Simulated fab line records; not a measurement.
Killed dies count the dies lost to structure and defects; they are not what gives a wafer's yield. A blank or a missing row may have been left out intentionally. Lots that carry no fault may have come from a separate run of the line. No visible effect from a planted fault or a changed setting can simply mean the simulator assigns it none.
The same fault as seen by 2 desks ; flow n5Finfet ; only its own numbers are on each desk; what lay behind them is given at the end

## TOOL OWNER'S DESK, pvdSputter-03
The tool's own readings at N5_BEOL_M8_SPUTTER_48 (material Cu, target thk 10 nm, time 1.667 s): means of the sampled wafers that have a number, for each lot that ran on this tool. Marked OUT: a lot whose mean sits more than 4 standard deviations from the usual mean, which makes it out of limits; the brackets give that distance.
Columns: A = cathodeDcPowerW at N5_BEOL_M8_SPUTTER_48, usual 26000 W; B = throttleValvePct at N5_BEOL_M8_SPUTTER_48, usual 29.7 %
lot;first seen here;A;B
L706;day 10 03:34;25995;29.3
L713;day 12 17:31;26595 (+99 or more) OUT;29.2
L712;day 12 23:56;26594 (+99 or more) OUT;28.2
Finding of this desk: L712, L713 out of limits; the first was L713 at day 12 17:31, on cathodeDcPowerW at N5_BEOL_M8_SPUTTER_48. Within limits: L706.

## THE DEFECT DESK
Per lot, the means of the sampled wafers with a number show what the inspections along the route counted. Marked OUT: a lot whose mean sits more than 4 standard deviations from the usual mean, which makes it out of limits; the brackets give that distance.
Columns: A = rawDefectCount at N5_BEOL_M8_INSPECT_30, usual 409
lot;first seen here;A
L701;day 9 09:58;439
L704;day 9 22:31;598
L706;day 10 01:17;385
L713;day 12 12:25;394
L712;day 12 22:03;434
L715;day 13 05:32;340
L716;day 13 14:41;305
L720;day 14 12:02;383
L721;day 14 12:17;443
L723;day 15 07:37;401
L724;day 15 15:52;596
This desk found nothing out of limits on any of the 11 lots.

## BROUGHT TOGETHER
An alarm could have come from the tool owner's desk at day 12 17:31, on L712, L713.
No out-of-limits result turned up at the defect desk.
The defect desk has L712, L713 on record, within its limits.
Of the lots named, all ran N5_BEOL_M8_SPUTTER_48 on pvdSputter-03.

## WHAT THE SIMULATOR PUT IN
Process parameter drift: pvdSputter-03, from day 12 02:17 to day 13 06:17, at N5_BEOL_M8_SPUTTER_48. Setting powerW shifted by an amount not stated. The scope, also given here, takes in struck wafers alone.
Struck lots among those shown: L712, L713.
Delay in hours, fault start to first out-of-limits reading, by desk: the tool owner's desk at 15.
